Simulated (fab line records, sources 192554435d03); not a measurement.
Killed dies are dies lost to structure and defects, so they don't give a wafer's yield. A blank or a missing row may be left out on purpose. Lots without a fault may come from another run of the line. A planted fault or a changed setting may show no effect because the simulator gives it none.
fab line records | flow n5_finfet
record lots=4 wafers=12 last_day=15
route steps=1938 shown BEOL_M9@1445 BEOL_M10@1470 PASSIVATION@1936
lots that met no fault: from a run of the same line without faults
start_h: hours from the record's first day to the start of the lot's first wafer shown | wait_h: hours since the lot's step before | " the same as in the row above | L1.1+2: a row that stands for several wafers | - no value, or no start given | * or withheld: withheld | < > ~ a bound
route shown NAME@n: a module of which the file shows steps, and the number in the route of the first | usual: mean/standard deviation of fault-free wafers | same: alike in all rows | chamber/n: place in a boat | sites: the reading at each site | _std_site: their standard deviation | _edge_site: outer sites' mean less inner sites' | radius_mm: how far each site lies from the wafer's centre | mask NAME#n: copy n | behind: the tool/chamber that last shaped the wafer | hold: why the lot was held/for how many hours/how that ended | device: the transistor (n, p or np) that didn't switch | end of line: the same wafers' tests at the end of the route | a step without rows: its recipe alone | killed: dies lost to structure and defects at the first sort, not the wafer's yield | map: a wafer's dies, x killed, . not, _ none there
set.NAME: the setting as run; set.NAME@STEP: as run at that earlier step | model.NAME: the simulator's own value behind a step, which no gauge read
lots at some steps of the route; a table a step, a row a wafer
## steps
# step N5_BEOL_M9_STRIP_36
# recipe chemistry=N2/H2 power_w=450 temp_c=40 pressure_mtorr=20 rf_frequency_hz=6e+07 overash_fraction=0.3 bias_power_w=7 h2_frac=0.5 n2_flow_sccm=200 h2_flow_sccm=200
# step N5_BEOL_M9_TRENCH_ETCH_37
# recipe chemistry=C4F6/O2 target_depth_a=1514.3 target=SiCOH_lowk time_s=49 ion_energy_ev=250 pressure_mtorr=30 source_w=345 bias_w=185 Ar_flow_sccm=300 C4F6_flow_sccm=10 O2_flow_sccm=10
# step N5_BEOL_M9_ETCH_41
# recipe chemistry=CH3F/O2 target=SiCN target_depth_a=366 taper_deg=2 time_s=70.1 ion_energy_ev=120 mask_material=TiN pressure_mtorr=30 source_w=395 bias_w=75 Ar_flow_sccm=150 CH3F_flow_sccm=30 O2_flow_sccm=20
# step N5_BEOL_M9_STRIP_80
# recipe chemistry=N2/H2 time_s=10 power_w=450 temp_c=40 pressure_mtorr=20 rf_frequency_hz=6e+07 bias_power_w=7 n2_flow_sccm=200 h2_flow_sccm=200
# step N5_BEOL_M9_HM_STRIP_39
# recipe chemistry=peroxide_tin_strip material=TiN target_depth_a=250 temp_c=50 time_s=158
# step N5_BEOL_M9_SRD_40
# recipe time_s=30 temp_c=23 rinse_liquid=diw dry=ipa_marangoni
# step N5_BEOL_M9_PRECLEAN_42
# recipe chemistry=residue_remover time_s=60 temp_c=40
# step N5_BEOL_M9_SRD_43
# recipe time_s=30 temp_c=23 rinse_liquid=diw dry=ipa_marangoni
# step N5_BEOL_M9_CURE_72
# recipe temp_c=370 time_s=120 ambient=DMADMS/He material=SiCOH_lowk
# step N5_BEOL_M9_DEGAS_44
# recipe ambient=vacuum temp_c=250 time_s=60
# step N5_BEOL_M9_PRE_CLEAN_45
# recipe gas=H2/He time_s=30 temp_c=250
# usual heater_power_w=331/26
# columns lot.wafer tool chamber start_h wait_h heater_power_w
L378.2 pvd_sputter-01 - 250.93 0.0 358
L378.4 " - " " 347
L378.6 " - " " 346
L382.2 pvd_sputter-01 - 282.76 0.0 344
L382.3 " - " " 344
L382.6 " - " " 359
L387.2 pvd_sputter-03 - 301.79 0.0 302
L387.3 " - " " 302
L387.4 " - " " 272
L385.1 pvd_sputter-01 - 304.94 0.0 336
L385.4 " - " " 352
L385.5 " - " " 334
# step N5_BEOL_M9_ALD_74
# recipe material=TaN target_thk_a=20 temp_c=275 ald_precursor_family=PDMAT ald_co_reactant=NH3 pressure_torr=3 carrier_flow_sccm=1500 pulse_time_s=2 purge_time_s=3 co_reactant_purge_time_s=2 co_reactant_pulse_time_s=3 ald_cycles=40 precursor_vessel_temp_c=75 precursor_vessel_pressure_torr=26.25 precursor_vessel_carrier_sccm=1000
# step N5_BEOL_M9_SURFACE_TREAT_79
# recipe gas=Ar time_s=* ion_energy_ev=* ion_current_ma_cm2=0.5 pressure_mtorr=* ar_flow_sccm=30
# step N5_BEOL_M9_CVD_78
# recipe material=Co target_thk_a=20 temp_c=withheld precursor=CCTBA/H2 pressure_torr=30 time_s=138.9
# step N5_BEOL_M9_SPUTTER_48
# recipe material=Cu target_thk_a=120 temp_c=-20 bias_v=60 power_w=26000 chamber_pressure_pa=0.13 time_s=2
# step N5_BEOL_M9_ECD_50
# recipe material=Cu target_thk_a=3180
# step N5_BEOL_M9_ANNEAL_51
# recipe temp_c=225 time_s=90 ambient=N2
# step N5_BEOL_M9_CMP_52
# recipe stop_on=SiCOH_lowk t_overpolish_s=7 down_force_psi=1 platen_rpm=50 clearing_platen_down_force_psi=1.5 clearing_platen_rpm=50 post_cmp_clean=cu_alkaline target_thk_nm=140 clearing_platen_pad_velocity_m_s=0.99484 pad_velocity_m_s=0.99484
# step N5_BEOL_M9_PRE_CLEAN_55
# recipe gas=NH3 time_s=15 temp_c=withheld rf_power_w=300
# step N5_BEOL_M9_DEP_56
# recipe material=SiCN target_thk_a=150 temp_c=withheld precursor=3MS/NH3 pressure_torr=3 rf_w=202 time_s=26.5
# step N5_BEOL_M10_ILD_DEP_00
# recipe material=SiCOH_lowk target_thk_a=3085.1 temp_c=300 precursor=DEMS/porogen pressure_torr=5 rf_w=500 time_s=58
# step N5_BEOL_M10_CURE_71
# recipe temp_c=385 time_s=240 ambient=He/Ar material=SiCOH_lowk
# step N5_BEOL_M10_PECVD_70
# recipe material=SiO2 target_thk_a=200 temp_c=400 precursor=TEOS/O2 pressure_torr=5.5 rf_w=450 teos_flow_sccm=53.8 gas=O2 flow_sccm=3000 time_s=22.7
# step N5_BEOL_M10_HM_DEP_02
# recipe material=TiN target_thk_a=200 temp_c=25 chamber_pressure_pa=0.49996
# step N5_BEOL_M10_COAT_59
# recipe resist=SOC temp_c=250 time_s=60 spin_rpm=1500 resist_thk_nm=100
# step N5_BEOL_M10_COAT_60
# recipe resist=SiARC temp_c=220 time_s=60 spin_rpm=1500 resist_thk_nm=30
# step N5_BEOL_M10_COAT_05
# recipe resist=CAR-ArF spin_rpm=1500 resist_thk_nm=90
# step N5_BEOL_M10_EBR_07
# recipe solvent=PGMEA ebr_width_mm=1.5
# step N5_BEOL_M10_SOFTBAKE_06
# recipe temp_c=110 time_s=60 resist=CAR-ArF
# step N5_BEOL_M10_EXPOSE_08
# recipe mask_id=M10 na=1.35 source_shape=dipole sigma_inner=0.411 sigma_outer=0.611 polarization=te dose_mj=53.75
# step N5_BEOL_M10_PEB_09
# recipe peb_temp_c=withheld peb_time_s=60 resist=CAR-ArF
# step N5_BEOL_M10_DEVELOP_10
# recipe develop_time_s=30 developer=TMAH resist=CAR-ArF rinse_liquid=diw dry=air_spin dev_temp_c=23
# step N5_BEOL_M10_DESCUM_16
# recipe chemistry=O2 time_s=7.9 source_power_w=50 bias_power_w=20 pressure_mtorr=20 rf_frequency_hz=2.712e+07 temp_c=40 resist=CAR-ArF o2_flow_sccm=225
# step N5_PASSIVATION_PROBE_49
# usual defect_limited_yield=91.2/1.3 killed_at_M0_to_M3=34/10 killed_at_M4_up=13/4.6 killed_at_contacts=13/5.5 killed_at_front_end=41/12 killed_at_other=2.8/2.4 killed_dies=104/16 killed_open=67/12 killed_short=33/7.2 sort_bin_5_function=5.1/0.86 sort_bin_6_memory=3.3/0.62 sort_n_pass=1076/16 sort_yield_pct=91.2/1.3
# same gross_dies=1180 killed_at_back_side=0 sort_bin_4_leakage[%]=0 sort_bin_8_speed[%]=0
# columns lot.wafer tool chamber start_h wait_h defect_limited_yield[%] killed_at_M0_to_M3 killed_at_M4_up killed_at_contacts killed_at_front_end killed_at_other killed_dies killed_open killed_short sort_bin_5_function[%] sort_bin_6_memory[%] sort_n_pass sort_yield_pct[%]
L382.2 prober-02 - 338.66 0.1 81.0 25 144 4 48 3 224 60 30 11.9 3.8 956 81.0
L382.3 prober-02 - 338.71 0.1 79.6 37 152 17 33 2 241 66 27 11.8 4.8 939 79.6
L382.6 prober-02 - 338.86 0.3 79.2 40 155 13 36 2 246 67 36 12.5 4.7 934 79.2
L385.1 prober-02 - 364.53 0.0 81.7 25 153 13 24 1 216 41 30 11.3 3.6 964 81.7
L385.4 prober-02 - 364.68 0.2 80.5 30 155 4 39 2 230 53 26 11.9 4.1 950 80.5
L385.5 prober-02 - 364.73 0.2 79.2 43 153 12 35 2 245 52 44 13.6 3.6 935 79.2
# killed by level:class
L382.2 BEOL_M9:unspecified=130 FIN_SAQP:geometric_particle:short=8 FIN_SAQP:geometric_particle:open=7 BEOL_M0_SAQP:geometric_particle:open=7 BEOL_M1:geometric_particle:open=7 STI_FIN_REVEAL:geometric_particle:open=6 BEOL_M0_SAQP:geometric_particle:short=5 BEOL_M5:geometric_particle:open=4
L382.3 BEOL_M9:unspecified=141 MOL_CONTACT_COAG:geometric_particle:open=10 BEOL_M0_SAQP:geometric_particle:short=8 BEOL_M3:geometric_particle:open=7 BEOL_M0_SAQP:geometric_particle:open=6 BEOL_M1:geometric_particle:open=6 BEOL_M2:geometric_particle:open=6 FIN_SAQP:geometric_particle:short=5
L382.6 BEOL_M9:unspecified=143 BEOL_M0_SAQP:geometric_particle:open=14 BEOL_M0_SAQP:geometric_particle:short=12 FIN_SAQP:geometric_particle:open=9 MOL_CONTACT_COAG:geometric_particle:open=8 BEOL_M1:geometric_particle:open=7 MOL_CONTACT_COAG:geometric_particle:short=5 DUMMY_GATE:geometric_particle:open=5
L385.1 BEOL_M9:unspecified=142 BEOL_M3:geometric_particle:open=9 MOL_CONTACT_COAG:geometric_particle:open=8 BEOL_M0_SAQP:geometric_particle:short=7 GATE_CUT:geometric_particle:short=5 MOL_CONTACT_COAG:geometric_particle:short=5 BEOL_M1:geometric_particle:open=4 BEOL_M4:geometric_particle:open=4
L385.4 BEOL_M9:unspecified=147 GATE_CUT:geometric_particle:short=10 BEOL_M0_SAQP:geometric_particle:open=10 GATE_CUT:geometric_particle:open=8 BEOL_M3:geometric_particle:open=8 MOL_CONTACT_COAG:geometric_particle:open=4 BEOL_M0_SAQP:geometric_particle:short=4 BEOL_M4:geometric_particle:open=4
L385.5 BEOL_M9:unspecified=147 BEOL_M0_SAQP:geometric_particle:short=17 BEOL_M0_SAQP:geometric_particle:open=10 MOL_CONTACT_COAG:geometric_particle:open=9 BEOL_M3:geometric_particle:open=9 FIN_SAQP:geometric_particle:short=8 FIN_SAQP:geometric_particle:open=5 GATE_CUT:geometric_particle:short=5
# map L382.6 (x killed, . not)
_________________............________________
______________................x._____________
___________..................x.....__________
__________...x.....x................_________
________.....x......xx..x.........x..._______
_______......................x.........______
______x..............x...........x....xx_____
_____.......x..xx.x.x......x..x.......x..____
____..........x..x.....x.x.x............x.___
___........x........................x......__
___......x..........x...............x.xx...__
__............x..........x..x..............._
__x....x...x......x...x................x...._
_.................xxxxx......................
_.......x....x.x.xxxxxxx...x.................
_.......xxx.....xxxxxxxxxxxx...............x.
_...........xxxxxxxxxxxxxx.x.........x.......
_...x.....x.xxxxxxxxxxxxxxxxx................
_.x..x.....x.xxxxxxxxxxxxx.x....x............
_x..........xxxxxxxxxxxxxxx..............x.x.
_..x........xxxxxxxxxxxxx.x..................
__..........xxxxxxxxxxxxxxx.x....xx........._
__.......x....xxxxxxxxxxxx.........x......x._
___......x...x.xxxxxxxxxxx..xxx..x..x......__
___.......x.....xx..x...x..................__
____.............x.x....x.................___
_____...x.............................x..____
______.........x...xx............x.x.x.._____
_______.x..........x.........x.........______
________....................xx.....x.._______
__________....x.....xx.x............_________
___________..................x...x.__________
______________....x...x...x..x.._____________
_________________............________________
# map L385.5 (x killed, . not)
_________________...x......x.________________
______________........x........._____________
___________..........x.............__________
__________...x...x.......x.........._________
________.......x......................_______
_______x............x..x..x...x.......x______
______....................x.xx.........._____
_____...............x.................x..____
____....x..x...............x.............x___
___........................................__
___.....x................xx..............x.__
__x..................................x......_
__.x..........x............x.........x......_
_...................x........................
_...x........xx..........x.xx................
_.x...............x..x...x.x....x............
_......xxx........xxx.x...x....xx............
_.................xxx.xxx.x..x...............
_...x...........xxxxxxxxxxx..........x.......
_.............xxxxxxxxxxxxxx............x..x.
_....xx...x..x.xxxxxxxxxxxx.xx...............
__.x..x........xxxxxxxxxxxxx................_
__...........x.xxxxxxxxxxxxxx.......xx..x..._
___x......x.x.xxxxxxxxxxxxxxxxx............__
___....x....xxxxxxxxxxxxxxxxx..........x...__
____.......x.x.xxxxxxxxxxxx.xx.x....x.....___
_____.....x....xx.xxxxxxxx..x............____
______..........xxxxxxxxx........x...x.._____
_______...x........xxxx.x..........x...______
________..x.x.....x..................x_______
__________.....x......x.........x..._________
___________.x......xx.x............__________
______________........x......x.._____________
_________________......x.....________________
## key
first_sign step=N5_PASSIVATION_PROBE_49 reading=killed_at_M4_up direction=up sigmas=30 usual=13 struck=152
effect step=N5_PASSIVATION_PROBE_49 reading=defect_limited_yield direction=down sigmas=8.3 usual=91.2 struck=80.2
more_kills_born_at N5_BEOL_M9_PRE_CLEAN_45@pvd_sputter-01=850
met_at N5_BEOL_M9_PRE_CLEAN_45
struck_wafers L382.2,L382.3,L382.6,L385.1,L385.4,L385.5
onset_between 250.93 282.76
fault kind=chamber_particle_source tool=pvd_sputter-01 chamber=- onset_h=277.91 steps=N5_BEOL_M9_PRE_CLEAN_45 rate_per_visit_cm2=1.3573 end_h=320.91
